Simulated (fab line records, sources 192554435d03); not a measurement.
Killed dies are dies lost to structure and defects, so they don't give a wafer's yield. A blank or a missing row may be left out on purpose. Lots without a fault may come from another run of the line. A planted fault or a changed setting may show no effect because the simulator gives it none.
fab line records | flow n5_finfet | part 2 of 2: steps 26 to 34 of 34
record lots=5 wafers=15 last_day=17
route steps=1938 shown BEOL_M13@1706 BEOL_M14@1716
lots that met no fault: from a run of the same line without faults
start_h: hours from the record's first day to the start of the lot's first wafer shown | wait_h: hours since the lot's step before | " the same as in the row above | L1.1+2: a row that stands for several wafers | - no value, or no start given | * or withheld: withheld | < > ~ a bound
route shown NAME@n: a module of which the file shows steps, and the number in the route of the first | usual: mean/standard deviation of fault-free wafers | same: alike in all rows | chamber/n: place in a boat | sites: the reading at each site | _std_site: their standard deviation | _edge_site: outer sites' mean less inner sites' | radius_mm: how far each site lies from the wafer's centre | mask NAME#n: copy n | behind: the tool/chamber that last shaped the wafer | hold: why the lot was held/for how many hours/how that ended | device: the transistor (n, p or np) that didn't switch | end of line: the same wafers' tests at the end of the route | a step without rows: its recipe alone | killed: dies lost to structure and defects at the first sort, not the wafer's yield | map: a wafer's dies, x killed, . not, _ none there
set.NAME: the setting as run; set.NAME@STEP: as run at that earlier step | model.NAME: the simulator's own value behind a step, which no gauge read
lots at some steps of the route; a table a step, a row a wafer
services: from which hour (start_h, from the record's first day; less than 0 if before it) a tool's chamber was out of use, for how many hours, and why
## steps
# step N5_BEOL_M14_VIA_ETCH_16
# recipe chemistry=C4F8/O2/Ar target=SiO2 he_inner_torr=15 he_outer_torr=30 target_depth_a=12313 time_s=withheld ion_energy_ev=800 pressure_mtorr=20 source_w=1905 bias_w=2040 Ar_flow_sccm=400 C4F8_flow_sccm=16 O2_flow_sccm=12 ends=cleared
# usual drypump_motor_current_A=5.8/0.38 he_outer_torr=30.00/0.055 mfc_ar_sccm=400.1/1.2 oes_ar_750_au=0.80/0.066 oes_product_au=0.73/0.064 rf_vpp_V=2233/18 showerhead_plenum_p_Torr=3.48/0.092 throttle_valve_pct=30.68/0.28
# columns lot.wafer tool chamber start_h wait_h drypump_motor_current_A he_outer_torr mfc_ar_sccm oes_ar_750_au oes_product_au rf_vpp_V showerhead_plenum_p_Torr throttle_valve_pct
L079.2 rie_diel-06 3 263.03 0.0 6.6 29.93 398.7 0.97 0.89 2249 3.64 30.18
L079.3 " 0 " " 5.9 30.06 401.2 0.71 0.64 2193 3.41 30.63
L079.5 " 3 " " 6.6 29.97 398.3 0.97 0.89 2251 3.64 30.18
L080.1 rie_diel-05 2 281.79 0.0 5.8 30.03 399.6 0.83 0.76 2221 3.47 30.16
L080.2 " 0 " " 5.1 30.00 400.8 0.84 0.75 2224 3.62 30.92
L080.6 " 1 " " 5.6 30.13 398.0 0.71 0.63 2249 3.56 30.67
L088.1 rie_diel-04 0 329.05 0.0 5.5 30.06 398.4 0.80 0.73 2266 3.47 30.81
L088.3 " 2 " " 5.9 30.00 401.4 0.76 0.69 2237 3.44 31.16
L088.4 " 3 " " 5.6 30.08 399.8 0.84 0.76 2236 3.49 30.55
L092.1 rie_diel-04 1 360.07 0.0 6.0 29.94 398.5 0.78 0.70 2231 3.46 30.48
L092.3 " 3 " " 5.6 30.06 400.1 0.83 0.75 2235 3.48 30.58
L092.6 " 2 " " 5.9 29.98 400.0 0.75 0.67 2236 3.43 31.16
L097.1 rie_diel-06 3 388.93 0.0 6.6 29.92 400.7 0.88 0.80 2247 3.62 30.22
L097.2 " 0 " " 5.9 30.03 401.7 0.69 0.61 2191 3.39 30.68
L097.5 " 0 " " 5.9 29.98 401.4 0.68 0.62 2192 3.39 30.67
# step N5_BEOL_M14_STRIP_63
# recipe chemistry=O2 power_w=600 temp_c=60 pressure_mtorr=30 rf_frequency_hz=6e+07 bias_power_w=0 overash_fraction=0.3 o2_flow_sccm=225
# usual drypump_motor_current_A=5.8/0.38 oes_product_au=0.81/0.071 rf_vpp_V=3.7/0.93 showerhead_plenum_p_Torr=2.12/0.06 throttle_valve_pct=16.52/0.25
# same bias_power_w=0
# columns lot.wafer tool chamber start_h wait_h drypump_motor_current_A oes_product_au rf_hours_counter_h rf_vpp_V showerhead_plenum_p_Torr throttle_valve_pct
L079.2 rie_diel-06 3 - - 6.6 0.99 4 4.3 2.23 15.99
L079.3 " 0 " " 5.9 0.72 184 3.4 2.09 16.60
L079.5 " 3 " " 6.6 0.99 - 3.7 2.23 15.98
L080.1 rie_diel-05 2 - - 5.8 0.85 63 1.7 2.13 16.19
L080.2 " 0 " " 5.1 0.83 57 4.1 2.22 16.67
L080.6 " 1 " " 5.7 0.72 - 3.4 2.17 16.53
L088.1 rie_diel-04 0 - - 5.4 0.81 102 2.9 2.12 16.69
L088.3 " 2 " " 5.9 0.76 144 4.5 2.10 16.92
L088.4 " 3 " " 5.6 0.85 61 4.5 2.12 16.38
L092.1 rie_diel-04 1 - - 6.0 0.77 125 2.9 2.11 16.36
L092.3 " 3 " " 5.6 0.83 73 4.4 2.12 16.38
L092.6 " 2 " " 5.9 0.74 - 3.0 2.10 16.93
L097.1 rie_diel-06 3 - - 6.6 0.88 45 2.9 2.21 16.05
L097.2 " 0 " " 5.9 0.69 225 3.4 2.08 16.72
L097.5 " 0 " " 5.9 0.68 - 3.2 2.08 16.70
# step N5_BEOL_M14_STRIP_64
# recipe chemistry=O2 power_w=600 temp_c=60 pressure_mtorr=30 rf_frequency_hz=6e+07 bias_power_w=0 overash_fraction=0.3 o2_flow_sccm=225
# usual drypump_motor_current_A=5.8/0.38 oes_product_au=0.81/0.071 rf_vpp_V=3.7/0.51 showerhead_plenum_p_Torr=2.13/0.059 throttle_valve_pct=16.52/0.25
# same bias_power_w=0
# columns lot.wafer tool chamber start_h wait_h drypump_motor_current_A oes_product_au rf_hours_counter_h rf_vpp_V showerhead_plenum_p_Torr throttle_valve_pct
L079.2 rie_diel-06 3 - - 6.6 0.98 4 3.9 2.23 15.95
L079.3 " 0 " " 5.9 0.71 184 3.8 2.09 16.62
L079.5 " 3 " " 6.6 0.99 - 4.0 2.23 15.96
L080.1 rie_diel-05 2 - - 5.8 0.85 63 4.1 2.13 16.15
L080.2 " 0 " " 5.0 0.84 57 3.1 2.22 16.66
L080.6 " 1 " " 5.7 0.71 - 3.6 2.17 16.53
L088.1 rie_diel-04 0 - - 5.4 0.81 102 3.4 2.12 16.67
L088.3 " 2 " " 5.9 0.76 144 2.5 2.10 16.93
L088.4 " 3 " " 5.6 0.85 61 5.1 2.12 16.37
L092.1 rie_diel-04 1 - - 6.0 0.78 125 3.7 2.11 16.34
L092.3 " 3 " " 5.6 0.83 73 3.5 2.12 16.37
L092.6 " 2 " " 5.9 0.74 - 3.4 2.10 16.94
L097.1 rie_diel-06 3 - - 6.6 0.88 45 3.3 2.22 16.04
L097.2 " 0 " " 5.9 0.69 225 3.6 2.08 16.70
L097.5 " 0 " " 5.9 0.68 - 2.8 2.08 16.69
# step N5_BEOL_M14_STRIP_71
# recipe chemistry=post_etch_residue_remover time_s=60 temp_c=25 remover_ph=withheld remover_water_wt_pct=withheld remover_fluoride_wt_pct=withheld
# same time_s=60
# columns lot.wafer tool chamber start_h wait_h
L079.2+3+5 wet_bench-03 3,4,6 263.32 -
L080.1+2+6 wet_bench-06 4,6,1 282.08 -
L088.1+3+4 wet_bench-06 0,2,1 329.34 -
L092.1+3+6 wet_bench-03 2,7,4 360.36 -
L097.1+2+5 wet_bench-03 3,1,7 389.22 -
# step N5_BEOL_M14_SRD_72
# recipe time_s=30 temp_c=23 rinse_liquid=diw dry=n2_spin spin_rpm=1500 dry_time_s=30
# same time_s=30
# columns lot.wafer tool chamber start_h wait_h
L079.2+3+5 wet_bench-03 3,4,6 263.34 0.0
L080.1+2+6 wet_bench-06 4,6,1 282.10 0.0
L088.1+3+4 wet_bench-06 0,2,1 329.36 0.0
L092.1+3+6 wet_bench-03 2,7,4 360.38 0.0
L097.1+2+5 wet_bench-03 3,1,7 389.23 0.0
# step N5_BEOL_M14_CD_MEAS_17
# recipe target_cd_nm=250 polarity=opening
# usual cd_nm=251.1/1.7
# columns lot.wafer tool chamber start_h wait_h cd_nm
L079.2 cd_sem-01 - 263.38 0.0 254.1
L079.3 " - " " 252.8
L079.5 " - " " 252.8
L080.1 cd_sem-02 - 282.13 0.0 252.1
L080.2 " - " " 252.1
L080.6 " - " " 251.2
L088.1 cd_sem-02 - 329.40 0.0 251.1
L088.3 " - " " 251.4
L088.4 " - " " 252.1
L092.1 cd_sem-02 - 360.42 0.0 252.7
L092.3 " - " " 252.0
L092.6 " - " " 251.9
L097.1 cd_sem-02 - 389.27 0.0 250.2
L097.2 " - " " 250.7
L097.5 " - " " 251.8
# step N5_BEOL_M14_COAT_65
# recipe resist=SOC temp_c=250 time_s=60 spin_rpm=1500 resist_thk_nm=450
# same time_s=60
# columns lot.wafer tool chamber start_h wait_h
L079.2+3+5 litho_track-02 0 263.42 0.0
L080.1+2+6 litho_track-02 0 282.17 0.0
L088.1+3+4 litho_track-01 0 329.44 0.0
L092.1+3+6 litho_track-01 0 360.46 0.0
L097.1+2+5 litho_track-02 0 389.31 0.0
# step N5_BEOL_M14_COAT_66
# recipe resist=SiARC temp_c=220 time_s=60 spin_rpm=1500 resist_thk_nm=110
# same time_s=60
# columns lot.wafer tool chamber start_h wait_h
L079.2+3+5 litho_track-02 0 - -
L080.1+2+6 litho_track-02 0 - -
L088.1+3+4 litho_track-01 0 - -
L092.1+3+6 litho_track-01 0 - -
L097.1+2+5 litho_track-02 0 - -
# step N5_BEOL_M14_COAT_22
# recipe spin_rpm=2888 resist_thk_nm=300
# columns lot.wafer tool chamber start_h wait_h
L079.2+3+5 litho_track-02 0 - -
L080.1+2+6 litho_track-02 0 - -
L088.1+3+4 litho_track-01 0 - -
L092.1+3+6 litho_track-01 0 - -
L097.1+2+5 litho_track-02 0 - -
## services
# columns tool chamber start_h hours kind
ecd_cu-02 - 241.74 2.8 repair
krf_scanner-02 - 256.70 3.6 pm
ecd_cu-02 - 266.55 4.8 pm
krf_scanner-01 - 270.20 0.4 repair
pecvd-02 2 273.24 6.8 repair
pecvd-01 1 289.93 18.0 repair
krf_scanner-01 - 292.31 1.1 repair
pecvd-01 0 293.05 6.1 repair
krf_scanner-01 - 294.18 1.0 pm
cmp-04 - 295.51 4.1 repair
cmp-04 - 309.66 4.0 pm
rie_diel-04 0 314.36 2.7 repair
pecvd-01 2 315.64 3.9 repair
krf_scanner-01 - 316.78 0.8 pm
pecvd-01 - 318.23 0.4 repair
krf_scanner-01 - 323.69 1.3 pm
rie_diel-05 0 344.58 14.1 repair
rie_diel-04 - 351.06 0.5 repair
ecd_cu-02 - 356.93 10.3 repair
rie_diel-04 0 359.64 29.0 repair
rie_diel-05 3 360.97 47.8 repair
rie_diel-05 - 365.03 0.5 repair
ecd_cu-02 - 372.91 2.5 repair
rie_diel-06 - 376.19 2.8 pm
